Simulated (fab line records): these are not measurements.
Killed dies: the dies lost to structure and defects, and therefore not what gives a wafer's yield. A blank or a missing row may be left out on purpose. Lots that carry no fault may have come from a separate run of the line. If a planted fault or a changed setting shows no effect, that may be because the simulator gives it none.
The tool behind it: which one? :: flow nand-harc :: Sampling: 12 lots, 36 wafers, 4 of 1302 route steps

WHAT EACH GAUGE READ, for each wafer
Not one reading of a measure or inspect step in the record can be checked against a usual standard deviation.

EACH LOT AND THE TOOL THAT RAN IT (in order: tool; ch and the chambers of the sampled wafers; start)
lot: L189
NHARC_A_DECK1_JOINT_ETCHBACK_00: rie-si-01 ch 0,2,3, day 12 10:49
NHARC_A_CHANNEL_HOLE_D2_ETCH_24: har-etch-01 ch 0,1, day 14 07:41
NHARC_A_CHANNEL_FILL_D2_ETCHBACK_08: rie-diel-04 ch 2,3, day 16 04:51
NHARC_A_CHANNEL_FILL_D2_CMP_10: cmp-01 ch 1,2,3, day 16 10:40

lot: L190
NHARC_A_DECK1_JOINT_ETCHBACK_00: rie-si-03 ch 0,1,3, day 13 06:07
NHARC_A_CHANNEL_HOLE_D2_ETCH_24: har-etch-02 ch 0,1, day 15 10:16
NHARC_A_CHANNEL_FILL_D2_ETCHBACK_08: rie-diel-13 ch 1,2, day 17 08:14
NHARC_A_CHANNEL_FILL_D2_CMP_10: cmp-04 ch 1,2,3, day 17 14:10

lot: L193
NHARC_A_DECK1_JOINT_ETCHBACK_00: rie-si-03 ch 1,2,3, day 14 02:02
NHARC_A_CHANNEL_HOLE_D2_ETCH_24: har-etch-01 ch 0,1, day 15 22:40
NHARC_A_CHANNEL_FILL_D2_ETCHBACK_08: rie-diel-04 ch 0,3, day 17 21:54
NHARC_A_CHANNEL_FILL_D2_CMP_10: cmp-02 ch 0,2,3, day 18 03:48

lot: L192
NHARC_A_DECK1_JOINT_ETCHBACK_00: rie-si-06 ch 0,1,3, day 14 02:02
NHARC_A_CHANNEL_HOLE_D2_ETCH_24: har-etch-02 ch 0,1, day 15 22:52
NHARC_A_CHANNEL_FILL_D2_ETCHBACK_08: rie-diel-13 ch 0,3, day 17 21:49
NHARC_A_CHANNEL_FILL_D2_CMP_10: cmp-04 ch 1,2,3, day 18 03:49

lot: L194
NHARC_A_DECK1_JOINT_ETCHBACK_00: rie-si-01 ch 0,1,2, day 14 20:56
NHARC_A_CHANNEL_HOLE_D2_ETCH_24: har-etch-01 ch 0,1, day 16 23:59
NHARC_A_CHANNEL_FILL_D2_ETCHBACK_08: rie-diel-13 ch 0,1,3, day 19 02:23
NHARC_A_CHANNEL_FILL_D2_CMP_10: cmp-01 ch 0,1,2, day 19 08:07

lot: L196
NHARC_A_DECK1_JOINT_ETCHBACK_00: rie-si-03 ch 0,1,3, day 15 17:17
NHARC_A_CHANNEL_HOLE_D2_ETCH_24: har-etch-01 ch 0,1, day 17 20:12
NHARC_A_CHANNEL_FILL_D2_ETCHBACK_08: rie-diel-13 ch 1,2,3, day 19 18:20
NHARC_A_CHANNEL_FILL_D2_CMP_10: cmp-01 ch 0,2,3, day 20 00:25

lot: L198
NHARC_A_DECK1_JOINT_ETCHBACK_00: rie-si-01 ch 0,3, day 16 02:54
NHARC_A_CHANNEL_HOLE_D2_ETCH_24: har-etch-02 ch 0,1, day 18 03:27
NHARC_A_CHANNEL_FILL_D2_ETCHBACK_08: rie-diel-13 ch 0,1,3, day 20 06:04
NHARC_A_CHANNEL_FILL_D2_CMP_10: cmp-04 ch 0,1,2, day 20 11:49

lot: L199
NHARC_A_DECK1_JOINT_ETCHBACK_00: rie-si-03 ch 0,3, day 16 13:45
NHARC_A_CHANNEL_HOLE_D2_ETCH_24: har-etch-02 ch 0,1, day 18 17:35
NHARC_A_CHANNEL_FILL_D2_ETCHBACK_08: rie-diel-13 ch 1,2,3, day 20 18:32
NHARC_A_CHANNEL_FILL_D2_CMP_10: cmp-04 ch 0,1, day 21 00:22

lot: L206
NHARC_A_DECK1_JOINT_ETCHBACK_00: rie-si-01 ch 0,2,3, day 19 22:04
NHARC_A_CHANNEL_HOLE_D2_ETCH_24: har-etch-02 ch 0,1, day 21 19:41
NHARC_A_CHANNEL_FILL_D2_ETCHBACK_08: rie-diel-04 ch 1,2, day 23 18:56
NHARC_A_CHANNEL_FILL_D2_CMP_10: cmp-01 ch 0,1, day 24 00:40

lot: L207
NHARC_A_DECK1_JOINT_ETCHBACK_00: rie-si-01 ch 0,3, day 20 12:14
NHARC_A_CHANNEL_HOLE_D2_ETCH_24: har-etch-02 ch 0,1, day 22 13:56
NHARC_A_CHANNEL_FILL_D2_ETCHBACK_08: rie-diel-13 ch 0,1, day 24 15:04
NHARC_A_CHANNEL_FILL_D2_CMP_10: cmp-01 ch 0,2,3, day 24 20:52

lot: L209
NHARC_A_DECK1_JOINT_ETCHBACK_00: rie-si-03 ch 0,1,2, day 20 12:15
NHARC_A_CHANNEL_HOLE_D2_ETCH_24: har-etch-01 ch 0,1, day 22 15:14
NHARC_A_CHANNEL_FILL_D2_ETCHBACK_08: rie-diel-04 ch 0,3, day 24 18:51
NHARC_A_CHANNEL_FILL_D2_CMP_10: cmp-04 ch 1,2,3, day 25 00:38

lot: L208
NHARC_A_DECK1_JOINT_ETCHBACK_00: rie-si-03 ch 0,1,2, day 20 21:32
NHARC_A_CHANNEL_HOLE_D2_ETCH_24: har-etch-01 ch 0,1, day 22 19:14
NHARC_A_CHANNEL_FILL_D2_ETCHBACK_08: rie-diel-13 ch 1,2, day 24 19:04
NHARC_A_CHANNEL_FILL_D2_CMP_10: cmp-01 ch 1,2,3, day 25 00:35
- NHARC_A_DECK1_JOINT_ETCHBACK_00: etches the open film in HBr, target depth 30 nm, time 17.4 s.
- NHARC_A_CHANNEL_HOLE_D2_ETCH_24: etches the open film in C4F8/O2/Ar, time 906.2 s, target depth 1500 nm.
- NHARC_A_CHANNEL_FILL_D2_ETCHBACK_08: etches the open film in C4F8, target depth 220 nm, time 110 s.
- NHARC_A_CHANNEL_FILL_D2_CMP_10: polishes, target thk 150 nm.

AS READ BY THE TOOLS THEMSELVES (means over the sampled wafers that have a number; for cases with no such wafer, the mark the record gives instead)
NHARC_A_DECK1_JOINT_ETCHBACK_00. Usual: drypump-motor-current-A 5.6 A, standard deviation 0.51; oes-product-au 1.000 a.u., standard deviation 0.01; run-length-s 38.7 s, standard deviation 0.49; throttle-valve-pct 23.266 %, standard deviation 0.0093.
lot: L189
tool: rie-si-01
drypump-motor-current-A (A): 6.0
oes-product-au (a.u.): 1.005
run-length-s (s): 39.2
throttle-valve-pct (%): 23.256
flag: 

lot: L190
tool: rie-si-03
drypump-motor-current-A (A): 5.7
oes-product-au (a.u.): 1.002
run-length-s (s): 38.7
throttle-valve-pct (%): 23.267
flag: 

lot: L193
tool: rie-si-03
drypump-motor-current-A (A): 5.4
oes-product-au (a.u.): 1.000
run-length-s (s): 38.6
throttle-valve-pct (%): 23.267
flag: 

lot: L192
tool: rie-si-06
drypump-motor-current-A (A): 5.5
oes-product-au (a.u.): 0.993
run-length-s (s): 38.4
throttle-valve-pct (%): 23.262
flag: 

lot: L194
tool: rie-si-01
drypump-motor-current-A (A): 5.7
oes-product-au (a.u.): 0.999
run-length-s (s): 39.0
throttle-valve-pct (%): 23.267
flag: 

lot: L196
tool: rie-si-03
drypump-motor-current-A (A): 5.7
oes-product-au (a.u.): 1.005
run-length-s (s): 39.0
throttle-valve-pct (%): 23.269
flag: 

lot: L198
tool: rie-si-01
drypump-motor-current-A (A): 5.7
oes-product-au (a.u.): 1.004
run-length-s (s): 38.8
throttle-valve-pct (%): 23.271
flag: 

lot: L199
tool: rie-si-03
drypump-motor-current-A (A): 5.9
oes-product-au (a.u.): 0.996
run-length-s (s): 39.0
throttle-valve-pct (%): 23.270
flag: 

lot: L206
tool: rie-si-01
drypump-motor-current-A (A): 6.0
oes-product-au (a.u.): 0.993
run-length-s (s): 38.9
throttle-valve-pct (%): 23.272
flag: 

lot: L207
tool: rie-si-01
drypump-motor-current-A (A): 6.1
oes-product-au (a.u.): 1.002
run-length-s (s): 38.9
throttle-valve-pct (%): 23.269
flag: 

lot: L209
tool: rie-si-03
drypump-motor-current-A (A): 5.6
oes-product-au (a.u.): 0.999
run-length-s (s): 38.7
throttle-valve-pct (%): 23.265
flag: 

lot: L208
tool: rie-si-03
drypump-motor-current-A (A): 5.6
oes-product-au (a.u.): 1.005
run-length-s (s): 38.6
throttle-valve-pct (%): 23.267
flag: 

NHARC_A_CHANNEL_HOLE_D2_ETCH_24. Usual: drypump-motor-current-A 5.74 A, standard deviation 0.15; showerhead-plenum-p-Torr 3.64 Torr, standard deviation 0.15; throttle-valve-pct 32.236 %, standard deviation 0.0098.
lot: L189
tool: har-etch-01
drypump-motor-current-A (A): 5.60
showerhead-plenum-p-Torr (Torr): 3.55
throttle-valve-pct (%): 32.234
flag: 

lot: L190
tool: har-etch-02
drypump-motor-current-A (A): 5.89
showerhead-plenum-p-Torr (Torr): 3.62
throttle-valve-pct (%): 32.245
flag: 

lot: L193
tool: har-etch-01
drypump-motor-current-A (A): 5.60
showerhead-plenum-p-Torr (Torr): 3.57
throttle-valve-pct (%): 32.233
flag: 

lot: L192
tool: har-etch-02
drypump-motor-current-A (A): 5.89
showerhead-plenum-p-Torr (Torr): 3.62
throttle-valve-pct (%): 32.235
flag: 

lot: L194
tool: har-etch-01
drypump-motor-current-A (A): 5.59
showerhead-plenum-p-Torr (Torr): 3.53
throttle-valve-pct (%): 32.244
flag: 

lot: L196
tool: har-etch-01
drypump-motor-current-A (A): 5.59
showerhead-plenum-p-Torr (Torr): 3.52
throttle-valve-pct (%): 32.230
flag: 

lot: L198
tool: har-etch-02
drypump-motor-current-A (A): 5.86
showerhead-plenum-p-Torr (Torr): 3.84
throttle-valve-pct (%): 32.238
flag: 

lot: L199
tool: har-etch-02
drypump-motor-current-A (A): 5.83
showerhead-plenum-p-Torr (Torr): 3.84
throttle-valve-pct (%): 32.230
flag: 

lot: L206
tool: har-etch-02
drypump-motor-current-A (A): 5.90
showerhead-plenum-p-Torr (Torr): 3.74
throttle-valve-pct (%): 32.244
flag: 

lot: L207
tool: har-etch-02
drypump-motor-current-A (A): 5.84
showerhead-plenum-p-Torr (Torr): 3.81
throttle-valve-pct (%): 32.230
flag: 

lot: L209
tool: har-etch-01
drypump-motor-current-A (A): 5.59
showerhead-plenum-p-Torr (Torr): 3.49
throttle-valve-pct (%): 32.232
flag: 

lot: L208
tool: har-etch-01
drypump-motor-current-A (A): 5.59
showerhead-plenum-p-Torr (Torr): 3.49
throttle-valve-pct (%): 32.228
flag: 

NHARC_A_CHANNEL_FILL_D2_ETCHBACK_08. Usual: oes-product-au 0.97 a.u., standard deviation 0.036; rf-vpp-V 440.5 V, standard deviation 2.9; run-length-s 131.1 s, standard deviation 0.36.
lot: L189
tool: rie-diel-04
oes-product-au (a.u.): 1.01
rf-vpp-V (V): 443.9
run-length-s (s): 131.0
flag: 

lot: L190
tool: rie-diel-13
oes-product-au (a.u.): 1.00
rf-vpp-V (V): 440.9
run-length-s (s): 131.4
flag: 

lot: L193
tool: rie-diel-04
oes-product-au (a.u.): 0.93
rf-vpp-V (V): 442.5
run-length-s (s): 131.2
flag: 

lot: L192
tool: rie-diel-13
oes-product-au (a.u.): 0.92
rf-vpp-V (V): 439.6
run-length-s (s): 130.8
flag: 

lot: L194
tool: rie-diel-13
oes-product-au (a.u.): 0.93
rf-vpp-V (V): 441.1
run-length-s (s): 131.4
flag: 

lot: L196
tool: rie-diel-13
oes-product-au (a.u.): 0.92
rf-vpp-V (V): 441.4
run-length-s (s): 131.1
flag: 

lot: L198
tool: rie-diel-13
oes-product-au (a.u.): 0.99
rf-vpp-V (V): 441.5
run-length-s (s): 152.1
flag: OFF

lot: L199
tool: rie-diel-13
oes-product-au (a.u.): 0.92
rf-vpp-V (V): 441.1
run-length-s (s): 152.3
flag: OFF

lot: L206
tool: rie-diel-04
oes-product-au (a.u.): 0.99
rf-vpp-V (V): 439.9
run-length-s (s): 131.4
flag: 

lot: L207
tool: rie-diel-13
oes-product-au (a.u.): 0.93
rf-vpp-V (V): 441.3
run-length-s (s): 131.7
flag: 

lot: L209
tool: rie-diel-04
oes-product-au (a.u.): 0.98
rf-vpp-V (V): 443.3
run-length-s (s): 131.1
flag: 

lot: L208
tool: rie-diel-13
oes-product-au (a.u.): 0.99
rf-vpp-V (V): 439.5
run-length-s (s): 131.1
flag: 

NHARC_A_CHANNEL_FILL_D2_CMP_10. Usual: motor-current-A 12.5 A, standard deviation 1; slurry-filter-dp-kPa 13.53 kPa, standard deviation 0.13; time-to-endpoint-s 15.5 s, standard deviation 2.3.
lot: L189
tool: cmp-01
motor-current-A (A): 12.5
slurry-filter-dp-kPa (kPa): 13.58
time-to-endpoint-s (s): 16.8
flag: 

lot: L190
tool: cmp-04
motor-current-A (A): 13.3
slurry-filter-dp-kPa (kPa): 13.42
time-to-endpoint-s (s): 11.6
flag: 

lot: L193
tool: cmp-02
motor-current-A (A): 11.5
slurry-filter-dp-kPa (kPa): 13.49
time-to-endpoint-s (s): 18.3
flag: 

lot: L192
tool: cmp-04
motor-current-A (A): 13.1
slurry-filter-dp-kPa (kPa): 13.52
time-to-endpoint-s (s): 14.4
flag: 

lot: L194
tool: cmp-01
motor-current-A (A): 13.7
slurry-filter-dp-kPa (kPa): 13.43
time-to-endpoint-s (s): 14.4
flag: 

lot: L196
tool: cmp-01
motor-current-A (A): 12.4
slurry-filter-dp-kPa (kPa): 13.51
time-to-endpoint-s (s): 17.3
flag: 

lot: L198
tool: cmp-04
motor-current-A (A): 12.5
slurry-filter-dp-kPa (kPa): 13.59
time-to-endpoint-s (s): 17.9
flag: 

lot: L199
tool: cmp-04
motor-current-A (A): 12.7
slurry-filter-dp-kPa (kPa): 13.68
time-to-endpoint-s (s): 14.2
flag: 

lot: L206
tool: cmp-01
motor-current-A (A): 13.2
slurry-filter-dp-kPa (kPa): 13.46
time-to-endpoint-s (s): 15.7
flag: 

lot: L207
tool: cmp-01
motor-current-A (A): 12.5
slurry-filter-dp-kPa (kPa): 13.49
time-to-endpoint-s (s): 16.4
flag: 

lot: L209
tool: cmp-04
motor-current-A (A): 13.3
slurry-filter-dp-kPa (kPa): 13.57
time-to-endpoint-s (s): 15.6
flag: 

lot: L208
tool: cmp-01
motor-current-A (A): 13.0
slurry-filter-dp-kPa (kPa): 13.69
time-to-endpoint-s (s): 15.8
flag: 

THE ANSWER, worked out from the rows above alone
Rule: lot off if the mean of its wafers having a number is beyond 3 standard deviations from the usual mean. A lot without any number at a reading at which 4 lots or more have one is off too. Any other lot the step has rows for is counted as sound. After the gauges, taken in route order, come the tools' own readings; for these a lot's mean is taken, as printed above. The first step at which some lot is off is used, and at that step the reading that is off furthest; a lot without a number counts as furthest.
Off at NHARC_A_CHANNEL_FILL_D2_ETCHBACK_08 (run-length-s): L198, L199.
A tool fits if, at that step or a process step before it, it ran every lot that is off, and no sound lot after the first of them. Of those tried, none fits.

WHAT THE SIMULATOR PUT IN
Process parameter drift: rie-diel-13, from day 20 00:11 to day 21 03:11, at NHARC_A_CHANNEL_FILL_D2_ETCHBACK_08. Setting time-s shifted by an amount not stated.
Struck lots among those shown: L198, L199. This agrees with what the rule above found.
